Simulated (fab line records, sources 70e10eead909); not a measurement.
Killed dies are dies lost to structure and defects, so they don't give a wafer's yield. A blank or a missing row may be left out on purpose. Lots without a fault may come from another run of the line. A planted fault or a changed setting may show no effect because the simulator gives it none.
fab line records | flow nand_harc
record lots=24 wafers=72 last_day=25
route steps=1159 shown A_CHANNEL_FILL_D1@508 A_STAIRCASE@519
lots that met no fault: from a run of the same line without faults
start_h: hours from the record's first day to the start of the lot's first wafer shown | wait_h: hours since the lot's step before | " the same as in the row above | L1.1+2: a row that stands for several wafers | - no value, or no start given | * or withheld: withheld | < > ~ a bound
route shown NAME@n: a module of which the file shows steps, and the number in the route of the first | usual: mean/standard deviation of fault-free wafers | same: alike in all rows | chamber/n: place in a boat | sites: the reading at each site | _std_site: their standard deviation | _edge_site: outer sites' mean less inner sites' | radius_mm: how far each site lies from the wafer's centre | mask NAME#n: copy n | behind: the tool/chamber that last shaped the wafer | hold: why the lot was held/for how many hours/how that ended | device: the transistor (n, p or np) that didn't switch | end of line: the same wafers' tests at the end of the route | a step without rows: its recipe alone | killed: dies lost to structure and defects at the first sort, not the wafer's yield | map: a wafer's dies, x killed, . not, _ none there
set.NAME: the setting as run; set.NAME@STEP: as run at that earlier step | model.NAME: the simulator's own value behind a step, which no gauge read
steps of the route over a sample of lots; a table a step, a row a wafer
services: from which hour (start_h, from the record's first day; less than 0 if before it) a tool's chamber was out of use, for how many hours, and why
## steps
# step NHARC_A_CHANNEL_FILL_D1_ETCHBACK_08
# recipe target_depth_a=2200 time_s=110 c4f8_flow_sccm=20 ar_flow_sccm=withheld rf_w=600 bias_w=300 chemistry=C4F8
# usual oes_product_au=0.95/0.036 rf_vpp_V=441.4/2.7
# columns lot.wafer tool chamber start_h wait_h oes_product_au rf_hours_counter_h rf_vpp_V
L076.2 rie_diel-04 0 - - 0.93 3 438.9
L076.1 " 3 " " 0.94 3 444.1
L076.5 " 0 " " 0.93 - 441.0
L075.2 rie_diel-04 3 - - 1.02 3 444.2
L075.5 " 2 " " 0.99 - 442.8
L075.6 " 3 " " 1.01 - 445.1
L078.1 rie_diel-04 2 - - 0.92 3 444.4
L078.4 " 3 " " 0.93 3 443.4
L078.5 " 1 " " 0.93 - 439.7
L077.1 rie_diel-09 2 - - 0.92 5 442.8
L077.6 " 3 " " 0.92 - 437.2
L077.5 " 0 " " 0.93 - 444.3
L074.3 rie_diel-09 1 - - 0.94 7 439.9
L074.4 " 2 " " 0.91 5 443.6
L074.1 " 3 " " 0.92 7 436.7
L079.1 rie_diel-04 1 - - 0.92 3 440.2
L079.3 " 0 " " 0.92 3 438.7
L079.5 " 1 " " 0.92 - 440.6
L081.1 rie_diel-04 2 - - 0.92 4 443.5
L081.4 " 0 " " 0.93 4 437.3
L081.2 " 1 " " 0.92 4 440.1
L080.4 rie_diel-04 0 - - 0.99 4 439.5
L080.6 " 3 " " 1.01 - 443.8
L080.5 " 0 " " 0.98 - 440.2
L082.2 rie_diel-09 1 - - 1.01 1 441.9
L082.6 " 3 " " 1.01 - 435.6
L082.5 " 0 " " 0.99 - 441.3
L085.3 rie_diel-03 0 - - 1.00 10 438.6
L085.2 " 1 " " 0.99 10 438.3
L085.6 " 2 " " 0.99 - 445.0
L083.4 rie_diel-03 1 - - 0.98 10 438.5
L083.1 " 2 " " 1.00 12 445.6
L083.5 " 3 " " 1.01 - 440.7
L084.1 rie_diel-04 1 - - 0.93 4 441.5
L084.3 " 2 " " 0.92 4 443.6
L084.6 " 0 " " 0.91 - 439.8
L086.2 rie_diel-03 0 - - 0.99 12 439.2
L086.4 " 1 " " 0.99 13 437.8
L086.3 " 2 " " 1.00 15 446.1
L087.4 rie_diel-09 1 - - 0.93 1 440.7
L087.2 " 2 " " 0.91 2 446.1
L087.5 " 2 " " 0.91 - 443.5
L088.3 rie_diel-09 0 - - 0.92 2 442.2
L088.5 " 3 " " 0.94 - 437.3
L088.6 " 0 " " 0.92 - 444.0
L090.1 rie_diel-04 1 - - 0.98 0 440.0
L090.3 " 0 " " 1.01 0 439.6
L090.6 " 1 " " 0.97 - 438.4
L089.1 rie_diel-09 0 - - 0.92 2 443.0
L089.4 " 2 " " 0.91 2 444.0
L089.6 " 1 " " 0.94 - 440.7
L093.3 rie_diel-04 1 - - 0.98 1 440.3
L093.1 " 3 " " 1.00 1 445.3
L093.5 " 3 " " 1.00 - 444.2
L092.2 rie_diel-09 2 - - 0.91 3 443.5
L092.6 " 2 " " 0.92 - 443.8
L092.5 " 3 " " 0.92 - 436.3
L091.4 rie_diel-09 2 - - 0.98 3 445.1
L091.5 " 3 " " 0.99 - 436.5
L091.6 " 0 " " 0.98 - 443.8
L095.2 rie_diel-09 3 - - 0.93 4 435.1
L095.1 " 1 " " 0.94 3 440.5
L095.6 " 3 " " 0.94 - 436.9
L094.2 rie_diel-04 2 - - 0.98 0 443.9
L094.4 " 0 " " 0.95 1 439.5
L094.3 " 1 " " 0.92 2 441.2
L096.4 rie_diel-04 2 - - 0.97 0 442.8
L096.5 " 2 " " 0.97 - 442.9
L096.6 " 3 " " 0.93 - 444.0
L097.2 rie_diel-09 2 - - 0.91 5 444.0
L097.5 " 2 " " 0.92 - 445.1
L097.6 " 3 " " 0.93 - 435.7
# step NHARC_A_STAIRCASE_DEP_156
# recipe target_thk_a=500 temp_c=400 target_thk_nm=50 flow_sccm=200 rf_w=450 material=SiNx
# usual heater_power_w=740/80
# columns lot.wafer tool chamber start_h wait_h heater_power_w
L076.2 pecvd-04 2 243.75 0.1 786
L076.1 " 0 " " 560
L076.5 " 2 " " 801
L075.2 pecvd-02 1 248.56 0.1 802
L075.5 " 1 " " 801
L075.6 " 2 " " 700
L078.1 pecvd-01 0 253.30 0.1 739
L078.4 " 0 " " 760
L078.5 " 0 " " 768
L074.3 pecvd-04 0 253.47 0.1 602
L074.1 " 2 " " 942
L074.4 " 1 " " 768
L077.1 pecvd-04 2 253.70 0.1 771
L077.6 " 0 " " 695
L077.5 " 2 " " 776
L079.1 pecvd-01 0 257.67 0.1 701
L079.3 " 0 " " 706
L079.5 " 0 " " 716
L081.2 pecvd-04 2 263.78 0.1 814
L081.1 " 1 " " 654
L081.4 " 2 " " 815
L080.4 pecvd-01 2 263.90 0.2 745
L080.5 " 2 " " 734
L080.6 " 0 " " 782
L082.2 pecvd-04 0 288.14 0.1 657
L082.5 " 0 " " 672
L082.6 " 1 " " 691
L085.3 pecvd-02 0 288.17 0.1 637
L085.2 " 1 " " 754
L085.6 " 0 " " 622
L083.1 pecvd-02 0 292.61 0.1 691
L083.4 " 2 " " 699
L083.5 " 1 " " 883
L084.3 pecvd-04 2 292.64 0.1 919
L084.1 " 0 " " 653
L084.6 " 2 " " 910
L087.2 pecvd-01 2 308.12 0.1 825
L087.4 " 1 " " 699
L087.5 " 2 " " 818
L086.2 pecvd-01 2 308.24 0.1 716
L086.3 " 0 " " 775
L086.4 " 1 " " 781
L088.3 pecvd-01 1 312.80 0.1 753
L088.5 " 2 " " 794
L088.6 " 0 " " 838
L089.1 pecvd-01 2 323.37 0.1 690
L089.4 " 2 " " 665
L089.6 " 1 " " 731
L090.1 pecvd-04 0 323.59 0.1 634
L090.3 " 0 " " 643
L090.6 " 0 " " 636
L093.1 pecvd-01 1 343.72 0.1 679
L093.3 " 2 " " 822
L093.5 " 2 " " 825
L092.2 pecvd-01 2 343.93 0.3 688
L092.5 " 0 " " 721
L092.6 " 1 " " 713
L091.4 pecvd-01 0 347.43 0.2 793
L091.6 " 1 " " 765
L091.5 " 2 " " 797
L095.1 pecvd-02 1 351.00 0.1 726
L095.2 " 2 " " 674
L095.6 " 0 " " 621
L094.2 pecvd-02 2 351.14 0.2 664
L094.3 " 1 " " 762
L094.4 " 1 " " 790
L096.6 pecvd-04 1 359.00 0.5 710
L096.4 " 2 " " 859
L096.5 " 0 " " 612
L097.2 pecvd-02 0 383.08 0.8 734
L097.6 " 2 " " 683
L097.5 " 0 " " 753
# step NHARC_A_STAIRCASE_ETCH_169
# recipe target_depth_a=500 time_s=107.1 ion_energy_ev=120 ch3f_flow_sccm=50 o2_flow_sccm=30 ar_flow_sccm=200 rf_w=500 bias_w=100 chemistry=CH3F/O2
# usual drypump_motor_current_A=5.9/0.45 o2_flow_sccm=30.00/0.084 oes_product_au=0.951/0.021 rf_vpp_V=244.1/1.2 showerhead_plenum_p_Torr=2.44/0.073 throttle_valve_pct=20.663/0.0093
# columns lot.wafer tool chamber start_h wait_h drypump_motor_current_A o2_flow_sccm oes_product_au rf_hours_counter_h rf_vpp_V showerhead_plenum_p_Torr throttle_valve_pct
L076.2 rie_diel-05 2 247.36 2.7 6.7 29.84 0.916 23 246.2 2.57 20.630
L076.1 " 0 " " 5.8 30.03 0.922 29 244.5 2.41 20.658
L076.5 " 3 " " 5.7 29.95 0.917 - 243.1 2.37 20.654
L075.2 rie_diel-10 1 249.62 0.1 6.7 29.89 0.954 23 243.8 2.39 20.676
L075.6 " 2 " " 6.2 29.94 0.976 - 245.1 2.52 20.676
L075.5 " 3 " " 5.2 29.96 0.971 - 243.3 2.37 20.659
L078.4 rie_diel-06 0 254.45 0.1 6.2 29.98 0.967 1 244.3 2.51 20.663
L078.1 " 2 " " 5.4 29.98 0.935 1 243.7 2.40 20.669
L078.5 " 0 " " 6.2 29.97 0.965 - 244.4 2.51 20.651
L074.1 rie_diel-05 3 254.62 0.1 5.7 30.02 0.950 29 241.9 2.37 20.673
L074.4 " 0 " " 5.9 30.08 0.948 32 243.1 2.41 20.657
L074.3 " 1 " " 5.3 29.87 0.983 25 244.8 2.35 20.668
L077.1 rie_diel-06 1 254.79 0.1 5.7 30.15 0.969 2 244.7 2.45 20.663
L077.5 " 0 " " 6.2 29.93 0.965 - 244.9 2.51 20.660
L077.6 " 1 " " 5.7 29.94 0.973 - 245.2 2.45 20.659
L079.3 rie_diel-06 0 259.13 0.1 6.2 30.03 0.945 5 246.9 2.51 20.665
L079.1 " 3 " " 6.1 29.95 0.952 5 245.1 2.52 20.656
L079.5 " 1 " " 5.8 30.04 0.925 - 245.8 2.45 20.677
L081.2 rie_diel-06 1 264.94 0.1 5.8 30.05 0.955 8 242.6 2.45 20.657
L081.4 " 3 " " 6.1 30.03 0.993 8 243.8 2.51 20.663
L081.1 " 0 " " 6.2 29.94 0.982 8 243.8 2.51 20.660
L080.4 rie_diel-06 3 265.11 0.1 6.1 29.93 0.957 8 244.5 2.51 20.662
L080.5 " 2 " " 5.4 29.95 0.955 - 244.2 2.40 20.673
L080.6 " 3 " " 6.1 29.97 0.950 - 243.3 2.51 20.665
L085.2 rie_diel-06 3 289.20 0.1 6.1 30.05 0.977 18 245.9 2.51 20.672
L085.3 " 0 " " 6.2 30.08 0.986 17 243.8 2.51 20.656
L085.6 " 0 " " 6.2 30.01 0.977 - 244.3 2.51 20.664
L082.2 rie_diel-05 1 289.38 0.1 5.3 29.96 0.971 38 241.6 2.34 20.649
L082.6 " 0 " " 5.9 29.90 0.969 - 243.7 2.40 20.660
L082.5 " 1 " " 5.3 30.08 0.965 - 242.4 2.34 20.678
L083.4 rie_diel-06 1 293.65 0.1 5.7 30.22 0.950 17 243.6 2.45 20.682
L083.1 " 2 " " 5.4 30.02 0.964 17 243.6 2.39 20.651
L083.5 " 2 " " 5.4 29.97 0.966 - 243.8 2.39 20.663
L084.1 rie_diel-05 1 293.81 0.1 5.3 30.02 0.969 39 242.0 2.34 20.653
L084.3 " 2 " " 6.7 29.94 0.946 41 245.9 2.56 20.663
L084.6 " 2 " " 6.7 29.82 0.950 - 246.6 2.56 20.675
L087.4 rie_diel-05 1 309.02 0.1 5.3 29.88 0.933 44 243.1 2.34 20.661
L087.2 " 2 " " 6.7 29.99 0.923 47 246.4 2.56 20.671
L087.5 " 2 " " 6.7 29.91 0.927 - 245.9 2.56 20.660
L086.3 rie_diel-06 1 309.31 0.1 5.8 30.11 0.976 23 243.2 2.45 20.656
L086.2 " 2 " " 5.5 29.93 0.956 22 243.6 2.39 20.667
L086.4 " 0 " " 6.2 29.93 0.972 26 244.9 2.50 20.663
L088.3 rie_diel-06 1 313.74 0.1 5.7 30.08 0.977 25 244.7 2.44 20.660
L088.5 " 1 " " 5.8 30.01 0.969 - 244.2 2.45 20.646
L088.6 " 2 " " 5.4 30.06 0.962 - 243.3 2.39 20.658
L089.4 rie_diel-10 3 324.86 0.1 5.2 30.02 0.916 55 244.2 2.36 20.652
L089.1 " 0 " " 5.4 30.01 0.916 53 246.4 2.53 20.664
L089.6 " 3 " " 5.2 29.91 0.927 - 243.4 2.36 20.653
L090.3 rie_diel-05 1 324.93 0.1 5.3 30.20 0.925 51 244.0 2.34 20.641
L090.1 " 2 " " 6.7 29.92 0.932 53 243.9 2.56 20.663
L090.6 " 1 " " 5.3 30.18 0.933 - 241.9 2.34 20.647
L093.3 rie_diel-06 2 344.64 0.1 5.4 29.85 0.970 37 241.4 2.38 20.663
L093.1 " 0 " " 6.2 29.97 0.953 39 245.6 2.50 20.668
L093.5 " 2 " " 5.4 30.00 0.970 - 244.7 2.38 20.675
L092.2 rie_diel-06 2 344.97 0.1 5.4 29.96 0.944 37 243.2 2.38 20.666
L092.6 " 2 " " 5.4 29.98 0.952 - 242.0 2.38 20.659
L092.5 " 3 " " 6.1 30.07 0.964 - 245.0 2.50 20.675
L091.4 rie_diel-10 3 348.45 0.1 5.1 30.03 0.916 64 243.1 2.35 20.671
L091.5 " 2 " " 6.3 29.85 0.943 - 243.8 2.50 20.668
L091.6 " 3 " " 5.2 30.05 0.934 - 244.3 2.35 20.663
L095.2 rie_diel-05 3 352.05 0.1 5.7 30.03 0.952 1 241.6 2.36 20.669
L095.1 " 1 " " 5.3 30.06 0.974 0 243.5 2.33 20.656
L095.6 " 3 " " 5.7 29.84 0.944 - 244.4 2.36 20.662
L094.3 rie_diel-10 0 352.26 0.1 5.5 30.03 0.916 62 245.5 2.52 20.677
L094.2 " 1 " " 6.7 30.08 0.918 58 244.1 2.38 20.667
L094.4 " 3 " " 5.2 30.02 0.915 65 244.1 2.35 20.660
L096.6 rie_diel-05 0 360.19 0.2 5.9 29.91 0.918 - 242.7 2.39 20.664
L096.4 " 1 " " 5.3 29.95 0.936 - 242.8 2.33 20.658
L096.5 " 3 " " 5.7 30.11 0.920 - 242.5 2.36 20.671
L097.2 rie_diel-05 2 384.03 0.1 6.7 30.04 0.972 6 245.4 2.55 20.656
L097.6 " 3 " " 5.7 30.08 0.947 - 244.2 2.35 20.684
L097.5 " 0 " " 5.9 29.94 0.983 - 244.8 2.39 20.664
# step NHARC_A_STAIRCASE_TRIM_12
# recipe time_s=211.2 o2_flow_sccm=500 ar_flow_sccm=0 bias_w=0 chemistry=O2
# usual drypump_motor_current_A=5.9/0.52 o2_flow_sccm=500.1/1.5 oes_product_au=1.000/0.0093 rf_vpp_V=57.8/0.87 showerhead_plenum_p_Torr=3.50/0.1 throttle_valve_pct=17.036/0.0091
# columns lot.wafer tool chamber start_h wait_h drypump_motor_current_A o2_flow_sccm oes_product_au rf_hours_counter_h rf_vpp_V showerhead_plenum_p_Torr throttle_valve_pct
L076.2 rie_diel-05 2 249.49 0.2 6.8 506.4 1.001 24 56.7 3.68 17.037
L076.1 " 3 " " 5.7 496.8 0.994 27 58.2 3.41 17.038
L076.5 " 2 " " 6.7 501.9 1.009 - 58.8 3.68 17.051
L075.2 rie_diel-06 1 251.60 0.1 5.7 500.8 0.997 0 57.7 3.52 17.025
L075.5 " 0 " " 6.2 500.0 1.018 - 57.4 3.60 17.040
L075.6 " 1 " " 5.7 501.6 0.995 - 57.8 3.52 17.023
L078.1 rie_diel-10 2 256.27 0.1 6.3 500.2 1.008 26 57.1 3.61 17.033
L078.4 " 0 " " 5.5 500.5 1.005 26 57.0 3.64 17.029
L078.5 " 2 " " 6.2 500.1 1.020 - 57.0 3.61 17.031
L074.3 rie_diel-10 3 256.46 0.1 5.2 502.5 0.989 27 57.5 3.40 17.045
L074.1 " 1 " " 6.7 501.0 0.995 25 57.5 3.43 17.052
L074.4 " 2 " " 6.3 501.2 0.998 26 57.4 3.61 17.041
L077.1 rie_diel-05 0 256.84 0.1 5.9 499.9 0.990 34 58.1 3.46 17.032
L077.5 " 0 " " 5.9 498.6 0.997 - 58.8 3.46 17.038
L077.6 " 1 " " 5.3 501.5 1.004 - 56.6 3.37 17.036
L079.3 rie_diel-10 3 261.32 0.1 5.2 501.4 1.004 30 58.4 3.40 17.023
L079.1 " 0 " " 5.5 500.2 1.008 29 58.5 3.64 17.035
L079.5 " 0 " " 5.4 499.9 1.015 - 58.8 3.64 17.027
L081.1 rie_diel-06 2 266.78 0.1 5.5 497.0 1.003 8 56.9 3.44 17.029
L081.4 " 3 " " 6.1 501.7 1.000 9 57.6 3.60 17.024
L081.2 " 1 " " 5.7 498.1 0.996 8 57.6 3.52 17.030
L080.4 rie_diel-10 2 266.89 0.1 6.2 500.8 0.997 32 57.7 3.61 17.013
L080.5 " 1 " " 6.7 498.4 0.991 - 58.1 3.43 17.015
L080.6 " 2 " " 6.3 500.8 1.004 - 56.7 3.60 17.039
L085.2 rie_diel-10 1 291.04 0.1 6.7 499.9 1.001 36 57.8 3.42 17.043
L085.3 " 2 " " 6.3 500.6 1.003 37 57.8 3.60 17.040
L085.6 " 0 " " 5.5 497.5 1.010 - 58.4 3.63 17.042
L082.2 rie_diel-06 3 291.25 0.1 6.1 499.9 1.009 18 59.1 3.60 17.018
L082.5 " 0 " " 6.2 499.2 1.010 - 57.4 3.59 17.046
L082.6 " 1 " " 5.7 500.9 1.012 - 57.1 3.51 17.041
L083.1 rie_diel-10 2 295.49 0.1 6.3 499.9 1.000 38 57.0 3.60 17.040
L083.4 " 0 " " 5.5 497.9 0.998 40 58.3 3.63 17.039
L083.5 " 1 " " 6.7 500.1 1.000 - 57.6 3.42 17.042
L084.1 rie_diel-10 3 295.66 0.1 5.2 500.2 1.007 41 57.5 3.39 17.033
L084.3 " 1 " " 6.7 498.0 0.998 38 58.4 3.42 17.041
L084.6 " 0 " " 5.5 499.0 1.002 - 58.0 3.63 17.038
L087.4 rie_diel-05 3 310.89 0.1 5.7 501.0 0.986 50 58.2 3.40 17.032
L087.2 " 1 " " 5.3 501.3 0.997 44 56.5 3.36 17.026
L087.5 " 2 " " 6.7 498.8 0.991 - 58.8 3.67 17.019
L086.3 rie_diel-10 2 311.14 0.1 6.3 501.7 1.007 44 58.9 3.60 17.023
L086.4 " 3 " " 5.2 500.9 1.003 48 56.6 3.39 17.023
L086.2 " 0 " " 5.5 498.7 1.005 47 59.1 3.63 17.037
L088.3 rie_diel-05 0 315.66 0.1 5.9 501.6 1.005 53 57.1 3.45 17.042
L088.6 " 3 " " 5.7 499.4 0.993 - 56.9 3.40 17.040
L088.5 " 0 " " 5.9 497.7 1.009 - 58.5 3.45 17.024
L089.4 rie_diel-05 3 326.69 0.1 5.7 500.1 0.984 58 56.9 3.39 17.046
L089.1 " 0 " " 5.9 498.7 0.988 59 56.2 3.44 17.053
L089.6 " 0 " " 5.9 499.0 0.987 - 57.5 3.44 17.034
L090.1 rie_diel-06 2 326.87 0.1 5.5 500.5 0.999 29 57.6 3.43 17.033
L090.3 " 0 " " 6.2 502.4 1.003 32 57.6 3.59 17.028
L090.6 " 1 " " 5.7 500.7 1.003 - 58.1 3.51 17.036
L093.3 rie_diel-10 2 346.48 0.1 6.3 500.7 1.022 59 56.7 3.59 17.030
L093.1 " 0 " " 5.5 496.1 0.995 60 58.3 3.62 17.051
L093.5 " 2 " " 6.3 500.2 1.023 - 57.1 3.59 17.039
L092.2 rie_diel-10 1 346.94 0.2 6.7 498.5 1.003 57 58.0 3.41 17.032
L092.5 " 2 " " 6.2 502.4 1.019 - 57.2 3.59 17.028
L092.6 " 3 " " 5.2 500.2 0.991 - 57.9 3.38 17.043
L091.4 rie_diel-06 2 350.18 0.1 5.5 500.3 1.000 38 58.2 3.42 17.050
L091.6 " 2 " " 5.4 499.7 0.996 - 57.7 3.42 17.054
L091.5 " 3 " " 6.1 498.6 1.007 - 58.2 3.59 17.044
L095.2 rie_diel-05 0 353.92 0.1 5.9 500.7 0.982 1 57.3 3.44 17.034
L095.1 " 2 " " 6.7 500.5 0.998 1 57.9 3.66 17.041
L095.6 " 3 " " 5.7 500.5 0.980 - 57.7 3.39 17.041
L094.4 rie_diel-05 1 354.24 0.1 5.3 500.2 0.998 1 56.7 3.36 17.049
L094.2 " 2 " " 6.7 501.5 1.004 1 60.1 3.66 17.037
L094.3 " 3 " " 5.7 500.0 0.984 1 57.4 3.39 17.051
L096.4 rie_diel-06 2 362.30 0.1 5.4 500.1 1.005 44 56.3 3.42 17.029
L096.5 " 0 " " 6.2 498.9 0.996 - 56.9 3.58 17.020
L096.6 " 1 " " 5.7 502.1 1.011 - 56.6 3.50 17.033
L097.2 rie_diel-10 0 385.81 0.1 5.5 499.6 1.005 8 59.8 3.61 17.038
L097.5 " 0 " " 5.4 498.0 1.014 - 58.0 3.61 17.048
L097.6 " 1 " " 6.7 502.6 0.989 - 57.6 3.41 17.024
# step NHARC_A_STAIRCASE_ETCH_19
# recipe target_depth_a=1000 time_s=40.5 ion_energy_ev=400 c4f8_flow_sccm=20 o2_flow_sccm=10 ar_flow_sccm=withheld rf_w=600 bias_w=1000 chemistry=C4F8/O2
# usual oes_product_au=0.937/0.011 rf_vpp_V=895/4
# columns lot.wafer tool chamber start_h wait_h oes_product_au rf_hours_counter_h rf_vpp_V
L076.2 rie_diel-05 3 - - 0.920 28 892
L076.1 " 2 " " 0.927 25 901
L076.5 " 2 " " 0.932 - 902
L075.2 rie_diel-06 2 - - 0.939 1 893
L075.5 " 0 " " 0.956 - 898
L075.6 " 1 " " 0.933 - 895
L078.1 rie_diel-10 1 - - 0.947 26 892
L078.4 " 3 " " 0.941 28 892
L078.5 " 1 " " 0.941 - 892
L074.3 rie_diel-10 0 - - 0.943 27 902
L074.1 " 1 " " 0.936 26 892
L074.4 " 3 " " 0.939 28 892
L077.1 rie_diel-05 1 - - 0.940 26 890
L077.5 " 0 " " 0.918 - 894
L077.6 " 1 " " 0.937 - 890
L079.1 rie_diel-10 3 - - 0.925 31 893
L079.3 " 0 " " 0.943 30 900
L079.5 " 3 " " 0.936 - 891
L080.4 rie_diel-10 1 - - 0.922 32 892
L080.5 " 3 " " 0.919 - 890
L080.6 " 0 " " 0.938 - 899
L081.1 rie_diel-06 3 - - 0.931 13 899
L081.4 " 0 " " 0.937 12 899
L081.2 " 1 " " 0.934 10 895
L085.3 rie_diel-10 0 - - 0.944 39 900
L085.2 " 3 " " 0.926 40 890
L085.6 " 1 " " 0.944 - 893
L082.2 rie_diel-06 3 - - 0.957 18 899
L082.5 " 2 " " 0.933 - 891
L082.6 " 3 " " 0.968 - 899
L083.1 rie_diel-10 2 - - 0.953 39 899
L083.4 " 0 " " 0.937 41 901
L083.5 " 2 " " 0.934 - 897
L084.1 rie_diel-10 3 - - 0.941 41 891
L084.3 " 1 " " 0.924 39 892
L084.6 " 0 " " 0.942 - 900
L087.4 rie_diel-05 2 - - 0.926 47 902
L087.2 " 3 " " 0.933 51 890
L087.5 " 1 " " 0.953 - 890
L086.3 rie_diel-10 3 - - 0.945 48 890
L086.2 " 0 " " 0.943 47 900
L086.4 " 1 " " 0.948 44 892
L088.3 rie_diel-05 2 - - 0.941 50 900
L088.6 " 3 " " 0.922 - 891
L088.5 " 0 " " 0.919 - 892
L089.1 rie_diel-05 1 - - 0.951 52 889
L089.4 " 3 " " 0.916 58 890
L089.6 " 0 " " 0.934 - 893
L090.3 rie_diel-06 1 - - 0.927 30 894
L090.1 " 0 " " 0.922 33 898
L090.6 " 1 " " 0.930 - 895
L093.1 rie_diel-10 3 - - 0.944 64 892
L093.3 " 0 " " 0.933 61 898
L093.5 " 2 " " 0.961 - 899
L092.2 rie_diel-10 0 - - 0.949 61 900
L092.5 " 1 " " 0.946 - 892
L092.6 " 2 " " 0.946 - 898
L091.4 rie_diel-06 2 - - 0.935 39 892
L091.6 " 0 " " 0.936 - 898
L091.5 " 1 " " 0.934 - 895
L095.1 rie_diel-05 0 - - 0.932 2 893
L095.2 " 2 " " 0.939 2 902
L095.6 " 1 " " 0.930 - 890
L094.2 rie_diel-05 2 - - 0.923 2 902
L094.4 " 3 " " 0.919 2 890
L094.3 " 0 " " 0.933 2 894
L096.4 rie_diel-06 1 - - 0.945 44 892
L096.5 " 1 " " 0.952 - 894
L096.6 " 2 " " 0.936 - 892
L097.2 rie_diel-10 0 - - 0.953 9 899
L097.6 " 3 " " 0.926 - 890
L097.5 " 0 " " 0.950 - 900
# step NHARC_A_STAIRCASE_ETCH_25
# recipe target_depth_a=1000 time_s=40.5 ion_energy_ev=400 c4f8_flow_sccm=20 o2_flow_sccm=10 ar_flow_sccm=withheld rf_w=600 bias_w=1000 chemistry=C4F8/O2
# usual oes_product_au=0.938/0.012 rf_vpp_V=895/3.7
# columns lot.wafer tool chamber start_h wait_h oes_product_au rf_hours_counter_h rf_vpp_V
L076.1 rie_diel-06 3 - - 0.942 1 899
L076.2 " 2 " " 0.938 0 893
L076.5 " 0 " " 0.941 - 901
L075.2 rie_diel-05 2 - - 0.956 26 900
L075.6 " 3 " " 0.928 - 892
L075.5 " 0 " " 0.942 - 893
L078.4 rie_diel-10 1 - - 0.926 27 891
L078.1 " 0 " " 0.948 28 899
L078.5 " 1 " " 0.931 - 892
L074.4 rie_diel-05 0 - - 0.931 35 894
L074.1 " 1 " " 0.936 27 888
L074.3 " 2 " " 0.938 28 901
L077.1 rie_diel-10 2 - - 0.938 28 900
L077.5 " 0 " " 0.922 - 901
L077.6 " 1 " " 0.916 - 893
L079.1 rie_diel-10 2 - - 0.951 30 900
L079.3 " 3 " " 0.935 32 892
L079.5 " 0 " " 0.935 - 899
L080.4 rie_diel-05 2 - - 0.936 36 901
L080.6 " 2 " " 0.930 - 901
L080.5 " 3 " " 0.924 - 891
L081.2 rie_diel-10 1 - - 0.941 33 893
L081.1 " 3 " " 0.940 36 892
L081.4 " 0 " " 0.953 35 899
L082.2 rie_diel-06 1 - - 0.941 17 895
L082.6 " 3 " " 0.947 - 899
L082.5 " 0 " " 0.947 - 900
L085.2 rie_diel-05 0 - - 0.935 46 894
L085.3 " 1 " " 0.946 39 890
L085.6 " 0 " " 0.928 - 893
L083.4 rie_diel-10 2 - - 0.943 40 898
L083.1 " 1 " " 0.947 39 891
L083.5 " 3 " " 0.938 - 892
L084.1 rie_diel-05 1 - - 0.952 40 890
L084.3 " 0 " " 0.943 47 893
L084.6 " 2 " " 0.929 - 902
L087.4 rie_diel-05 0 - - 0.937 52 895
L087.2 " 1 " " 0.942 45 889
L087.5 " 1 " " 0.944 - 889
L086.3 rie_diel-06 1 - - 0.950 24 895
L086.4 " 2 " " 0.942 24 893
L086.2 " 0 " " 0.966 27 898
L088.3 rie_diel-06 1 - - 0.939 26 896
L088.5 " 1 " " 0.936 - 895
L088.6 " 2 " " 0.935 - 891
L090.1 rie_diel-10 0 - - 0.936 55 900
L090.3 " 2 " " 0.958 52 896
L090.6 " 0 " " 0.931 - 900
L089.1 rie_diel-06 2 - - 0.937 30 892
L089.4 " 3 " " 0.948 33 899
L089.6 " 1 " " 0.948 - 896
L092.2 rie_diel-10 1 - - 0.938 58 892
L092.6 " 3 " " 0.948 - 891
L092.5 " 0 " " 0.942 - 900
L093.3 rie_diel-06 2 - - 0.955 38 892
L093.1 " 3 " " 0.937 41 899
L093.5 " 1 " " 0.932 - 896
L091.4 rie_diel-10 1 - - 0.940 58 892
L091.5 " 2 " " 0.942 - 899
L091.6 " 3 " " 0.922 - 891
L095.2 rie_diel-05 0 - - 0.916 5 892
L095.1 " 1 " " 0.918 5 890
L095.6 " 0 " " 0.903 - 895
L094.3 rie_diel-05 3 - - 0.912 6 890
L094.2 " 0 " " 0.914 6 891
L094.4 " 1 " " 0.932 - 891
L096.4 rie_diel-06 1 - - 0.946 45 894
L096.5 " 3 " " 0.974 - 896
L096.6 " 0 " " 0.941 - 899
L097.2 rie_diel-10 1 - - 0.935 8 890
L097.6 " 0 " " 0.955 - 899
L097.5 " 1 " " 0.928 - 892
## services
# columns tool chamber start_h hours kind
rie_diel-05 2 232.68 11.8 repair
pecvd-01 - 237.33 13.0 pm
rie_diel-05 3 238.63 4.1 repair
rie_diel-05 1 240.59 11.9 repair
rie_diel-06 - 241.24 9.0 pm
rie_diel-09 - 254.13 9.0 pm
pecvd-01 1 256.58 26.1 repair
pecvd-04 0 259.31 12.0 repair
rie_diel-04 1 260.05 3.1 repair
rie_diel-04 0 264.88 18.9 repair
rie_diel-05 0 278.79 4.6 repair
rie_diel-09 3 283.21 3.2 repair
rie_diel-04 - 288.90 9.0 pm
rie_diel-04 2 302.93 5.4 repair
rie_diel-04 2 308.51 34.0 repair
pecvd-02 - 323.35 0.2 repair
rie_diel-04 0 329.18 4.4 repair
pecvd-02 - 334.00 13.0 pm
rie_diel-05 - 341.57 9.0 pm
rie_diel-10 - 353.50 9.0 pm
rie_diel-04 0 355.02 10.3 repair
rie_diel-05 2 356.08 19.8 repair
pecvd-04 - 376.36 13.0 pm
pecvd-01 2 381.36 6.8 repair
## key
fault none
